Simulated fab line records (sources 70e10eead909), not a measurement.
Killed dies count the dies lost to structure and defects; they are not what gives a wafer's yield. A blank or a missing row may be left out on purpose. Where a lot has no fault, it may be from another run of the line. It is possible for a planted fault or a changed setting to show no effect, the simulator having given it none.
A lot that was struck, set against a sound lot ; flow nandHarc ; 42 steps out of a route of 1159
Sound: the wafers L740.3, L740.4, L740.5. Struck: wafer L759.5. (L759.4 of the same lot was not struck and is left out.) The cause comes at the end.
Per side, at each step with rows, come the tool, then ch with its chambers, and then its first start. Under that, the readings that differ: sound wafers ; struck wafers ; difference of the means ; sigmas: that difference in standard deviations of wafers without a fault.
alike: a reading whose means differ by less than 2 such deviations, as well as words and numbers matching on both sides. not compared: withheld readings; readings where some wafer has no value; bounds like >300 that might hide an equal value; numbers whose values overlap and for which the record gives no deviation.
The two part at a step that has a row with sigmas, a row that says differs or no value, or rows on one side only. Numbers that have no deviation but don't overlap get no sigmas and don't part them. Lack of a reading on every wafer of one side parts them only where that side has two or more wafers.

NHARC_A_ONON_D1_THK_MEAS_21: measures by ellipsometry.
  sound: filmMetro-02 at day 7 23:30; struck: filmMetro-02 at day 12 23:08
  alike: thkNm
then, no rows for these wafers at 1 step: NHARC_A_ONON_D1_DEP_22 (target thk 1000 nm).
NHARC_A_ONON_D1_THK_MEAS_24: measures by ellipsometry.
  sound: filmMetro-02 at day 8 00:05; struck: filmMetro-01 at day 12 23:43
  alike: thkNm
then, no rows for these wafers at 1 step: NHARC_A_ONON_D1_DEP_25 (target thk 1000 nm).
NHARC_A_ONON_D1_THK_MEAS_27: measures by ellipsometry.
  sound: filmMetro-01 at day 8 00:39; struck: filmMetro-02 at day 13 00:16
  alike: thkNm
then, no rows for these wafers at 1 step: NHARC_A_ONON_D1_DEP_28 (target thk 1000 nm).
NHARC_A_ONON_D1_THK_MEAS_30: measures by ellipsometry.
  sound: filmMetro-02 at day 8 01:13; struck: filmMetro-01 at day 13 00:50
  alike: thkNm
NHARC_A_ONON_D1_DEP_33: deposits SiO2, target thk 200 nm.
  sound on pecvd-03 ch 1,2, day 8 01:43; struck on pecvd-03 ch 1, day 13 01:04
  alike: chamberPressureTorr, heaterPowerW, throttleValvePct
  not compared: sinceWetCleanH
NHARC_A_ONON_D1_THK_MEAS_34: measures by ellipsometry.
  sound: filmMetro-02 at day 8 02:02; struck: filmMetro-02 at day 13 01:19
reading;sound;struck;difference;sigmas
thkNm (nm);195.1 201.5 198.0;205.0;+6.8;+2
NHARC_A_ONON_D1_INSPECT_32:
  sound: defectInspect-02 at day 8 02:06; struck: defectInspect-02 at day 13 01:23
  alike: rawDefectCount
NHARC_A_CHANNEL_HOLE_D1_DEP_00: deposits aC, target thk 3100 nm.
  sound on aclDep-01 ch 0, day 8 04:14; struck on aclDep-03 ch 0, day 13 03:13
  alike: throttleValvePct
NHARC_A_CHANNEL_HOLE_D1_DEP_01: deposits SiON, target thk 140 nm.
  sound on pecvd-01 ch 0,1, day 8 05:35; struck on pecvd-03 ch 0, day 13 04:16
  alike: chamberPressureTorr, heaterPowerW
  not compared: sinceWetCleanH
then, 10 steps without rows for these wafers: NHARC_A_CHANNEL_HOLE_D1_DEHYDRATE_02 (time 120 s); NHARC_A_CHANNEL_HOLE_D1_HMDS_03 (time 30 s); NHARC_A_CHANNEL_HOLE_D1_COAT_36 (time 75 s); NHARC_A_CHANNEL_HOLE_D1_COAT_37 (time 65 s); NHARC_A_CHANNEL_HOLE_D1_COAT_04 (resist thk 90 nm); NHARC_A_CHANNEL_HOLE_D1_SOFTBAKE_05 (time 55 s); NHARC_A_CHANNEL_HOLE_D1_EBR_06; NHARC_A_CHANNEL_HOLE_D1_EXPOSE_07 (exposes mask HOLE D1, target cd 100 nm); NHARC_A_CHANNEL_HOLE_D1_PEB_08 (peb time 65 s); NHARC_A_CHANNEL_HOLE_D1_DEVELOP_09 (develop time 35 s).
NHARC_A_CHANNEL_HOLE_D1_CD_MEAS_10 targets a cd of 100 nm.
  sound on cdSem-03 ch 0, day 8 06:17; struck on cdSem-01 ch 0, day 13 04:58
reading;sound;struck;difference;sigmas
cdNm (nm);99.0 98.7 99.3;99.9;+0.9;+2
NHARC_A_CHANNEL_HOLE_D1_OVL_MEAS_11:
  sound: overlay-01 at day 8 06:22; struck: overlay-01 at day 13 05:03
  alike: overlayXNm, overlayYNm
NHARC_A_CHANNEL_HOLE_D1_INSPECT_12:
  sound: defectInspect-02 at day 8 06:25; struck: defectInspect-02 at day 13 05:05
  alike: rawDefectCount
then, 5 steps without rows for these wafers: NHARC_A_CHANNEL_HOLE_D1_DESCUM_15 (chemistry O2, time 3 s); NHARC_A_CHANNEL_HOLE_D1_ETCH_38 (etches the open film in CF4, target depth 39 nm, time 65 s); NHARC_A_CHANNEL_HOLE_D1_ETCH_39 (etches the open film in N2/H2, target depth 260 nm, time 325 s); NHARC_A_CHANNEL_HOLE_D1_ETCH_34 (etches the open film in CF4/CHF3, target depth 154 nm, time 77 s); NHARC_A_CHANNEL_HOLE_D1_ETCH_16 (etches the open film in O2/COS, target depth 3100 nm, time 806 s).
NHARC_A_CHANNEL_HOLE_D1_CD_MEAS_18:
  sound: cdSem-03 at day 8 07:35; struck: cdSem-03 at day 13 06:16
  alike: cdNm
then, 1 step without rows for these wafers: NHARC_A_CHANNEL_HOLE_D1_ETCH_19 (etches the open film in C4F8/O2/Ar, time 34.5 s).
NHARC_A_CHANNEL_HOLE_D1_ETCH_20: etches the open film in C4F8/O2/Ar, time 361.9 s, target depth 1600 nm.
  sound on harEtch-02 ch 0,1, day 8 07:52; struck on harEtch-01 ch 1, day 13 06:34
  alike: drypumpMotorCurrentA, escClampCurrentUA, o2FlowSccm, showerheadPlenumPTorr, throttleValvePct
  not compared: rfHoursCounterH
NHARC_A_CHANNEL_HOLE_D1_ETCH_21: etches the open film in C4F8/O2/Ar, time 514.3 s, target depth 1600 nm.
  sound on harEtch-02 ch 0,1, day 8 08:13; struck on harEtch-01 ch 1, day 13 06:55
  alike: drypumpMotorCurrentA, escClampCurrentUA, o2FlowSccm, showerheadPlenumPTorr, throttleValvePct
  not compared: rfHoursCounterH
then, 3 steps without rows for these wafers: NHARC_A_CHANNEL_HOLE_D1_ETCH_22 (etches the open film in C4F8/O2/Ar, time 666.7 s, target depth 1600 nm); NHARC_A_CHANNEL_HOLE_D1_ETCH_23 (etches the open film in C4F8/O2/Ar, time 819 s, target depth 1600 nm); NHARC_A_CHANNEL_HOLE_D1_ETCH_24 (etches the open film in C4F8/O2/Ar, time 906.2 s, target depth 1500 nm).
NHARC_A_CHANNEL_HOLE_D1_ETCH_25: etches the open film in C4F8/O2/Ar, time 1040.2 s, target depth 1500 nm.
  sound on harEtch-02 ch 0,1, day 8 10:50; struck on harEtch-01 ch 1, day 13 09:29
  alike: drypumpMotorCurrentA, escClampCurrentUA, o2FlowSccm, showerheadPlenumPTorr, throttleValvePct
  not compared: rfHoursCounterH
then, 3 steps without rows for these wafers: NHARC_A_CHANNEL_HOLE_D1_ETCH_26 (etches the open film in C4F8/O2/Ar, time 224.1 s, target depth 300 nm); NHARC_A_CHANNEL_HOLE_D1_ETCH_33 (etches the open film in C4F8/O2/Ar, time 90 s, target depth 400 nm); NHARC_A_CHANNEL_HOLE_D1_STRIP_41 (strips in N2/H2).
-- the record jumps here: 11 days lie between the struck wafers' starts before and after (it left off in module A_CHANNEL_HOLE_D1 and takes up again in module END, whose first step shown is number 1159 of the route) --
NHARC_END_SORT_01:
  sound on prober-02 ch 0, day 21 17:05; struck on prober-02 ch 0, day 24 08:53
reading;sound;struck;difference;sigmas
killedAtArray;21 20 19;671;+651;+78
killedDies;25 24 23;677;+653;+73
  alike: killedAtOther, killedAtPeriphery, killedOpen, killedShort

## WHERE THEY PART
Earliest at NHARC_A_ONON_D1_THK_MEAS_34; latest, in this record, at NHARC_END_SORT_01.

WHY: what had been put in by the simulator
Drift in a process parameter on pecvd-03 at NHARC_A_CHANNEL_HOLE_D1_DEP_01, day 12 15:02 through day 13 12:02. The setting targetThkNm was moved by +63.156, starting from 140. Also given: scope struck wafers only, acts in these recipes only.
